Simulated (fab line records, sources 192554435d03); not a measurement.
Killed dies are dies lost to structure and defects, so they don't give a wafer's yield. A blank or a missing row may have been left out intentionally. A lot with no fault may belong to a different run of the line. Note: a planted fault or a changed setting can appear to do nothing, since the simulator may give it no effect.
Lot-split experiment + flow n5Finfet + on a route of 1938 steps: 7 lots, 21 wafers read

ABOUT THE SPLIT
At N5_DUMMY_GATE_ETCH_32 (etches SiO2 in CF4, target depth 3.5 nm, time 3.9 s), the setting timeS was moved away from the recipe's 3.9 s on 7 of the 21 wafers read, by -17.8% to +7.7%. The other wafers ran this setting at the recipe's value.

The reading comes from the split's own step.

THE READING
etch.depthNm (the simulator's own value, which no gauge read), in nm, at N5_DUMMY_GATE_ETCH_32 (etches SiO2 in CF4, target depth 3.5 nm, time 3.9 s). No usual value for it is given in the file. Across the 14 wafers here that went through the recipe, the average is 3.477 nm and the standard deviation 0.055 nm.

| wafer  | tool, chamber at the split | timeS as run, s | against the recipe | etch.depthNm, nm | against lot-mates on the recipe |
|--------|----------------------------|-----------------|--------------------|------------------|---------------------------------|
| L075.1 | rieSi-01, 3                | 3.9             | recipe             | 3.497            | -                               |
| L075.3 | rieSi-01, 0                | 3.206           | -17.8%             | 2.925            | -0.572                          |
| L075.6 | rieSi-01, 0                | 3.206           | -17.8%             | 2.943            | -0.554                          |
| L076.1 | rieSi-02, 2                | 3.9             | recipe             | 3.459            | -                               |
| L076.2 | rieSi-02, 3                | 3.9             | recipe             | 3.417            | -                               |
| L076.6 | rieSi-02, 2                | 3.9             | recipe             | 3.482            | -                               |
| L085.4 | rieSi-06, 0                | 3.9             | recipe             | 3.5              | -                               |
| L085.5 | rieSi-06, 1                | 3.9             | recipe             | 3.421            | -                               |
| L085.6 | rieSi-06, 2                | 3.9             | recipe             | 3.407            | -                               |
| L091.4 | rieSi-01, 0                | 3.647           | -6.5%              | 3.337            | -0.239                          |
| L091.5 | rieSi-01, 0                | 3.9             | recipe             | 3.576            | -                               |
| L091.6 | rieSi-01, 1                | 3.647           | -6.5%              | 3.328            | -0.248                          |
| L094.1 | rieSi-06, 2                | 4.199           | +7.7%              | 3.705            | +0.219                          |
| L094.2 | rieSi-06, 1                | 4.199           | +7.7%              | 3.738            | +0.252                          |
| L094.3 | rieSi-06, 0                | 3.9             | recipe             | 3.486            | -                               |
| L095.2 | rieSi-01, 1                | 4.192           | +7.5%              | 3.845            | +0.310                          |
| L095.3 | rieSi-01, 0                | 3.9             | recipe             | 3.586            | -                               |
| L095.6 | rieSi-01, 3                | 3.9             | recipe             | 3.484            | -                               |
| L097.1 | rieSi-06, 1                | 3.9             | recipe             | 3.396            | -                               |
| L097.3 | rieSi-06, 3                | 3.9             | recipe             | 3.513            | -                               |
| L097.4 | rieSi-06, 0                | 3.9             | recipe             | 3.459            | -                               |

THE FIT
A straight line over all 21 wafers: etch.depthNm changes by +0.0315 nm for each +1% of timeS; r = +0.96; the points scatter about the line by 0.058 nm.
The same after taking each lot's own level away (the mean of its wafers on the recipe; 21 wafers): +0.0327 nm for each +1%; r = +0.99; scatter 0.038 nm.
The reading moves by 0.58 nm for the largest change in timeS, on that fit.
Across the lots, their own levels run from 3.4427 to 3.5760 nm, a range of 2.4 times the standard deviation given above.
The two slopes agree, so the slope changes little with the lot-to-lot level.
Check: with one of the wafers moved furthest among these (-17.8%) left out of the fit, the line predicts -0.587 nm for it against its lot-mates. Against them it came out at -0.572 nm.

FURTHER SPLITS ON THESE WAFERS
Other splits were also applied to these wafers ahead of the reading. Each is held against what the fit with the lots' levels taken away leaves over:
| other split on the same wafers          | wafers away from the commonest value | r with etch.depthNm (lot level and that fit taken away) |
|-----------------------------------------|--------------------------------------|---------------------------------------------------------|
| N5_WELL_APT_COAT_02 spinRpm             | 4                                    | -0.20                                                   |
| N5_PMOS_HMC_CHANNEL_EPI_PEB_07 pebTempC | 7                                    | +0.30                                                   |

FILE'S OWN FIT
etch.depthNm changes by +0.0332 nm for each +1% of timeS, r = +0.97.
